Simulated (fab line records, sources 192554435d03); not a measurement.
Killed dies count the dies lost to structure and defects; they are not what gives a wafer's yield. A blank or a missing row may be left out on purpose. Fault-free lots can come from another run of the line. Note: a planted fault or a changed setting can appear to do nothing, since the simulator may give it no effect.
Chamber matching	flow n5 finfet	rie diel-02 running N5_SD_EPI_P_DESCUM_14: 4 sister chambers
The step chemistry O2, time 7.9 s. 16 wafers are shown with their chamber, then 8 later ones without.

WAFERS, EACH WITH ITS CHAMBER
wafer	chamber	showerhead plenum p Torr (Torr)	throttle valve pct (%)	drypump motor current A (A)
L075.1	2	2.10	21.0	5.7
L075.3	0	2.09	20.6	6.1
L075.5	1	2.18	20.6	5.8
L078.1	2	2.10	21.0	5.6
L078.2	0	2.09	20.6	6.0
L078.6	2	2.10	21.0	5.6
L077.2	3	2.25	20.2	5.4
L077.3	1	2.17	20.6	5.9
L077.4	2	2.10	21.0	5.6
L081.2	3	2.24	20.2	5.4
L081.3	0	2.09	20.6	6.0
L081.5	2	2.10	21.0	5.6
L083.1	1	2.17	20.6	5.9
L083.2	2	2.10	21.0	5.7
L083.3	3	2.24	20.2	5.4
L084.1	3	2.24	20.3	5.4

SIGNATURES (averages over the wafers above)
reading	chamber 0	chamber 1	chamber 2	chamber 3	scatter within a chamber
showerhead plenum p Torr	2.0900	2.1733	2.1000	2.2425	0.00344
throttle valve pct	20.600	20.600	21.000	20.225	0.025
drypump motor current A	6.033	5.867	5.633	5.400	0.0471
Rule: a wafer lies at a distance from a chamber equal to the root of the sum of squares, over the readings, of (its reading less the chamber's mean, divided by the reading's scatter). If the next closest chamber is less than 2 further off than the closest, the wafer can't be placed; otherwise it belongs to the closest. The scatter: take each reading less its chamber's mean, square it, sum over the shown wafers, divide by the number of wafers less the number of chambers, and take the root.

WAFERS WITH NO CHAMBER GIVEN
wafer	showerhead plenum p Torr (Torr)	throttle valve pct (%)	drypump motor current A (A)
L084.3	2.09	20.6	6.0
L084.6	2.09	20.6	6.1
L092.1	2.08	20.6	6.0
L092.4	2.17	20.6	5.9
L092.5	2.08	20.6	6.0
L097.1	2.09	21.0	5.7
L097.2	2.08	20.6	6.0
L097.5	2.09	21.0	5.7

WHICH CHAMBER EACH ONE RAN IN
wafer	from the rows above	in truth
L084.3	0	0
L084.6	0	0
L092.1	0	0
L092.4	1	1
L092.5	0	0
L097.1	2	2
L097.2	0	0
L097.5	2	2
Correctly placed: 8 of 8. Number that these rows cannot place: 0. Number placed wrongly: 0.
